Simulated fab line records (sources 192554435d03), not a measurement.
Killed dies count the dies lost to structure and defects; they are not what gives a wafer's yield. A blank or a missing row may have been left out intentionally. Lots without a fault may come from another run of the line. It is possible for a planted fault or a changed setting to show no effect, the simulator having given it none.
Chamber matching / flow n5_finfet / N5_FIN_SAQP_DESCUM_21 on rie_diel-02 has 4 sister chambers
The step chemistry O2, time 7.9 s. 4 wafers are shown with their chamber, then 8 later ones without.

## WAFERS PAIRED WITH THEIR CHAMBERS
wafer=L091.5; chamber=1; showerhead_plenum_p_Torr (Torr)=1.98
wafer=L092.2; chamber=2; showerhead_plenum_p_Torr (Torr)=2.20
wafer=L092.4; chamber=0; showerhead_plenum_p_Torr (Torr)=2.01
wafer=L093.2; chamber=3; showerhead_plenum_p_Torr (Torr)=2.13

## WAFERS WITHOUT THEIR CHAMBER
wafer=L093.3; showerhead_plenum_p_Torr (Torr)=2.00
wafer=L093.6; showerhead_plenum_p_Torr (Torr)=2.20
wafer=L096.1; showerhead_plenum_p_Torr (Torr)=2.00
wafer=L096.4; showerhead_plenum_p_Torr (Torr)=2.12
wafer=L096.5; showerhead_plenum_p_Torr (Torr)=2.20
wafer=L097.1; showerhead_plenum_p_Torr (Torr)=2.00
wafer=L097.3; showerhead_plenum_p_Torr (Torr)=2.12
wafer=L097.6; showerhead_plenum_p_Torr (Torr)=2.20

## THE CHAMBER EACH PASSED THROUGH
wafer=L093.3; from the rows above=can't be placed: 0 or 1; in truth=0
wafer=L093.6; from the rows above=2; in truth=2
wafer=L096.1; from the rows above=can't be placed: 0 or 1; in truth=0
wafer=L096.4; from the rows above=3; in truth=3
wafer=L096.5; from the rows above=2; in truth=2
wafer=L097.1; from the rows above=can't be placed: 0 or 1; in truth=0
wafer=L097.3; from the rows above=3; in truth=3
wafer=L097.6; from the rows above=2; in truth=2
5 of 8 placed correctly. Cannot be placed on the basis of these rows: 3; the candidates contain the true chamber in 3. Placed wrongly: 0.
How it was worked out, from the rows above alone: a wafer's distance from a chamber is the root of the sum, over the readings, of the square of ((its reading less the chamber's mean) divided by the reading's scatter). The wafer belongs to the nearest chamber; if the next one is less than 2 further off, it can't be placed. Each chamber's mean is taken over the wafers shown for it. The scatter (one wafer shown for each chamber): square how far every hidden wafer sits from the nearest shown wafer, average those squares and take the square root.
